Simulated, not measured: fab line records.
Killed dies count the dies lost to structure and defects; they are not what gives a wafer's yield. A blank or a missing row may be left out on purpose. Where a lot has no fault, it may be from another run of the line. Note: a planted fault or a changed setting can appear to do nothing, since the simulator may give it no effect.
Matching of chambers / flow n5 finfet / rie diel-03 running N5_BEOL_M10_STRIP_36: 4 sister chambers
The step strips in N2/H2. 14 wafers are shown with their chamber, then 7 later ones without.

## EACH WAFER AND ITS CHAMBER
wafer=L074.3; chamber=0; throttle valve pct (%)=23.9; showerhead plenum p Torr (Torr)=2.43; drypump motor current A (A)=5.2
wafer=L074.4; chamber=1; throttle valve pct (%)=23.0; showerhead plenum p Torr (Torr)=2.58; drypump motor current A (A)=5.8
wafer=L074.5; chamber=2; throttle valve pct (%)=23.7; showerhead plenum p Torr (Torr)=2.71; drypump motor current A (A)=5.9
wafer=L076.1; chamber=1; throttle valve pct (%)=23.1; showerhead plenum p Torr (Torr)=2.58; drypump motor current A (A)=5.9
wafer=L076.2; chamber=3; throttle valve pct (%)=23.9; showerhead plenum p Torr (Torr)=2.56; drypump motor current A (A)=5.8
wafer=L076.5; chamber=1; throttle valve pct (%)=23.0; showerhead plenum p Torr (Torr)=2.58; drypump motor current A (A)=5.9
wafer=L081.1; chamber=0; throttle valve pct (%)=23.9; showerhead plenum p Torr (Torr)=2.42; drypump motor current A (A)=5.2
wafer=L081.3; chamber=1; throttle valve pct (%)=23.0; showerhead plenum p Torr (Torr)=2.58; drypump motor current A (A)=5.9
wafer=L081.6; chamber=3; throttle valve pct (%)=23.9; showerhead plenum p Torr (Torr)=2.56; drypump motor current A (A)=5.8
wafer=L086.2; chamber=3; throttle valve pct (%)=23.9; showerhead plenum p Torr (Torr)=2.55; drypump motor current A (A)=5.8
wafer=L086.3; chamber=1; throttle valve pct (%)=23.1; showerhead plenum p Torr (Torr)=2.58; drypump motor current A (A)=5.9
wafer=L086.6; chamber=0; throttle valve pct (%)=23.9; showerhead plenum p Torr (Torr)=2.42; drypump motor current A (A)=5.2
wafer=L087.3; chamber=1; throttle valve pct (%)=23.1; showerhead plenum p Torr (Torr)=2.57; drypump motor current A (A)=5.9
wafer=L087.4; chamber=2; throttle valve pct (%)=23.7; showerhead plenum p Torr (Torr)=2.70; drypump motor current A (A)=5.8

SIGNATURES (means of the wafers above)
reading=throttle valve pct; chamber 0=23.900; chamber 1=23.050; chamber 2=23.700; chamber 3=23.900; scatter within a chamber=0.0387
reading=showerhead plenum p Torr; chamber 0=2.4233; chamber 1=2.5783; chamber 2=2.7050; chamber 3=2.5567; scatter within a chamber=0.00516
reading=drypump motor current A; chamber 0=5.200; chamber 1=5.883; chamber 2=5.850; chamber 3=5.800; scatter within a chamber=0.0365
Rule: for each reading, subtract the chamber's mean from the wafer's reading, divide by that reading's scatter and square the result; add these up over the readings and take the root, which gives the wafer's distance from the chamber. The wafer belongs to the nearest chamber; if the next one is less than 2 further off, it can't be placed. The scatter: the root of (the sum of the squares of (reading less its chamber's mean) over the shown wafers, divided by (wafers less chambers)).

## WAFERS WITHOUT THEIR CHAMBER
wafer=L087.5; throttle valve pct (%)=24.0; showerhead plenum p Torr (Torr)=2.55; drypump motor current A (A)=5.8
wafer=L090.1; throttle valve pct (%)=24.0; showerhead plenum p Torr (Torr)=2.55; drypump motor current A (A)=5.8
wafer=L090.2; throttle valve pct (%)=23.7; showerhead plenum p Torr (Torr)=2.70; drypump motor current A (A)=5.9
wafer=L090.6; throttle valve pct (%)=24.0; showerhead plenum p Torr (Torr)=2.55; drypump motor current A (A)=5.8
wafer=L095.4; throttle valve pct (%)=23.7; showerhead plenum p Torr (Torr)=2.69; drypump motor current A (A)=5.9
wafer=L095.5; throttle valve pct (%)=24.0; showerhead plenum p Torr (Torr)=2.54; drypump motor current A (A)=5.8
wafer=L095.6; throttle valve pct (%)=23.0; showerhead plenum p Torr (Torr)=2.56; drypump motor current A (A)=5.9

## WHICH CHAMBER EACH ONE RAN IN
wafer=L087.5; from the rows above=3; in truth=3
wafer=L090.1; from the rows above=3; in truth=3
wafer=L090.2; from the rows above=2; in truth=2
wafer=L090.6; from the rows above=3; in truth=3
wafer=L095.4; from the rows above=2; in truth=2
wafer=L095.5; from the rows above=3; in truth=3
wafer=L095.6; from the rows above=1; in truth=1
Correctly placed: 7 of 7. Left unplaced by these rows: 0. Number placed wrongly: 0.
